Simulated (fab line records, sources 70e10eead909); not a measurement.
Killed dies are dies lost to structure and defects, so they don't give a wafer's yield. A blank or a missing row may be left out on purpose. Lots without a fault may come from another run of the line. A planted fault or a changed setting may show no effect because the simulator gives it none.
Chamber matching | flow nand_harc | NHARC_A_WL_FILL_ETCHBACK_26 on rie_si-06: 4 sister chambers
The step etches the open film in HBr, target depth 52 nm, time 13.3 s. 24 wafers are shown with their chamber, then 12 later ones without.

WAFERS WITH THEIR CHAMBER
wafer  | chamber | drypump_motor_current_A (A) | oes_product_au (a.u.) | throttle_valve_pct (%)
L076.1 | 2       | 5.4                         | 0.998                 | 23.275
L076.2 | 0       | 4.8                         | 1.004                 | 23.270
L076.3 | 1       | 6.1                         | 0.999                 | 23.274
L077.1 | 0       | 4.8                         | 0.997                 | 23.276
L077.2 | 1       | 6.1                         | 0.992                 | 23.268
L077.5 | 1       | 6.1                         | 0.996                 | 23.280
L079.2 | 0       | 4.8                         | 0.991                 | 23.256
L079.3 | 2       | 5.4                         | 1.005                 | 23.283
L079.5 | 1       | 6.1                         | 0.999                 | 23.275
L080.1 | 3       | 6.1                         | 1.002                 | 23.268
L080.3 | 2       | 5.4                         | 1.009                 | 23.266
L080.6 | 2       | 5.5                         | 1.001                 | 23.284
L086.1 | 1       | 6.1                         | 1.004                 | 23.246
L086.4 | 2       | 5.4                         | 1.002                 | 23.259
L086.5 | 0       | 4.8                         | 1.002                 | 23.258
L089.2 | 1       | 6.1                         | 0.989                 | 23.256
L089.5 | 0       | 4.8                         | 0.990                 | 23.281
L089.6 | 3       | 6.1                         | 0.981                 | 23.261
L091.2 | 0       | 4.8                         | 0.999                 | 23.255
L091.5 | 2       | 5.5                         | 1.005                 | 23.267
L091.6 | 1       | 6.1                         | 0.990                 | 23.270
L092.3 | 0       | 4.8                         | 1.002                 | 23.281
L092.5 | 3       | 6.1                         | 0.978                 | 23.267
L092.6 | 2       | 5.5                         | 0.999                 | 23.258

SIGNATURES (means of the wafers above)
reading                 | chamber 0 | chamber 1 | chamber 2 | chamber 3 | scatter within a chamber
drypump_motor_current_A | 4.800     | 6.100     | 5.443     | 6.100     | 0.0293
oes_product_au          | 0.99786   | 0.99557   | 1.00271   | 0.98700   | 0.00631
throttle_valve_pct      | 23.26814  | 23.26700  | 23.27029  | 23.26533  | 0.0109
Rule: a wafer's distance from a chamber is the root of the sum, over the readings, of the square of ((its reading less the chamber's mean) divided by the reading's scatter). The wafer belongs to the nearest chamber; if the next one is less than 2 further off, it can't be placed. The scatter: the root of (the sum of the squares of (reading less its chamber's mean) over the shown wafers, divided by (wafers less chambers)).

WAFERS WITHOUT THEIR CHAMBER
wafer  | drypump_motor_current_A (A) | oes_product_au (a.u.) | throttle_valve_pct (%)
L096.2 | 6.1                         | 0.984                 | 23.249
L096.4 | 4.8                         | 0.996                 | 23.263
L096.5 | 6.1                         | 0.988                 | 23.275
L095.2 | 4.8                         | 0.999                 | 23.269
L095.4 | 5.5                         | 1.007                 | 23.266
L095.5 | 4.8                         | 1.011                 | 23.261
L093.1 | 5.4                         | 0.986                 | 23.261
L093.2 | 6.1                         | 0.987                 | 23.272
L093.3 | 4.8                         | 1.001                 | 23.273
L097.1 | 5.5                         | 0.993                 | 23.268
L097.5 | 5.4                         | 0.997                 | 23.261
L097.6 | 6.1                         | 0.985                 | 23.262

WHICH CHAMBER EACH WENT THROUGH
wafer  | from the rows above     | in truth
L096.2 | can't be placed: 3 or 1 | 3
L096.4 | 0                       | 0
L096.5 | can't be placed: 3 or 1 | 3
L095.2 | 0                       | 0
L095.4 | 2                       | 2
L095.5 | 0                       | 0
L093.1 | 2                       | 2
L093.2 | can't be placed: 3 or 1 | 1
L093.3 | 0                       | 0
L097.1 | 2                       | 2
L097.5 | 2                       | 2
L097.6 | can't be placed: 3 or 1 | 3
Placed correctly: 8 of 12. Can't be placed from these rows: 4 (the true chamber is among the candidates in 4). Placed wrongly: 0.
